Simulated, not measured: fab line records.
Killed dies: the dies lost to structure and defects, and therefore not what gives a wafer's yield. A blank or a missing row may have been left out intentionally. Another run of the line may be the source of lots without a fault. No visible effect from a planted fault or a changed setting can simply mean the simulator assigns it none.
Matching of chambers -- flow nand harc -- NHARC_A_M1_DESCUM_14 on rie diel-10: 4 sister chambers
The step chemistry O2, time 3 s. 20 wafers are shown with their chamber, then 10 later ones without.

## WAFERS, EACH WITH ITS CHAMBER
wafer,chamber,showerhead plenum p Torr (Torr),drypump motor current A (A),oes product au (a.u.)
L075.4,0,1.80,5.3,1.002
L075.5,1,1.91,5.7,0.998
L075.6,2,1.95,5.7,0.987
L077.2,0,1.80,5.3,1.016
L077.4,3,1.83,5.9,1.011
L077.5,0,1.80,5.3,1.009
L079.1,1,1.91,5.7,1.007
L079.4,2,1.94,5.7,0.997
L079.5,0,1.80,5.3,1.013
L082.1,1,1.91,5.7,0.994
L082.3,0,1.80,5.3,0.999
L082.5,1,1.91,5.7,0.990
L085.2,2,1.94,5.7,0.988
L085.4,1,1.91,5.7,1.002
L085.5,3,1.83,5.9,1.004
L084.2,2,1.94,5.7,0.995
L084.3,1,1.91,5.7,1.001
L084.6,3,1.83,6.0,0.998
L086.3,0,1.80,5.3,1.008
L086.5,1,1.91,5.7,0.993

SIGNATURES (averages over the wafers above)
reading,chamber 0,chamber 1,chamber 2,chamber 3,scatter within a chamber
showerhead plenum p Torr,1.8000,1.9100,1.9425,1.8300,0.00217
drypump motor current A,5.300,5.700,5.700,5.933,0.0204
oes product au,1.00783,0.99786,0.99175,1.00433,0.00601
Rule: a wafer lies at a distance from a chamber equal to the root of the sum of squares, over the readings, of (its reading less the chamber's mean, divided by the reading's scatter). The wafer belongs to the nearest chamber; if the next one is less than 2 further off, it can't be placed. The scatter: take each reading less its chamber's mean, square it, sum over the shown wafers, divide by the number of wafers less the number of chambers, and take the root.

## WAFERS MISSING THEIR CHAMBER
wafer,showerhead plenum p Torr (Torr),drypump motor current A (A),oes product au (a.u.)
L086.6,1.94,5.7,0.989
L087.1,1.79,5.3,1.019
L087.5,1.94,5.7,0.997
L087.6,1.83,6.0,1.011
L095.1,1.83,5.9,1.015
L095.3,1.94,5.7,1.005
L095.4,1.79,5.3,1.015
L096.2,1.94,5.7,0.996
L096.4,1.94,5.7,0.986
L096.6,1.94,5.7,0.995

## EACH ONE'S CHAMBER
wafer,from the rows above,in truth
L086.6,2,2
L087.1,0,0
L087.5,2,2
L087.6,3,3
L095.1,3,3
L095.3,2,2
L095.4,0,0
L096.2,2,2
L096.4,2,2
L096.6,2,2
10 of 10 placed correctly. Not placeable from these rows: 0. Number placed wrongly: 0.
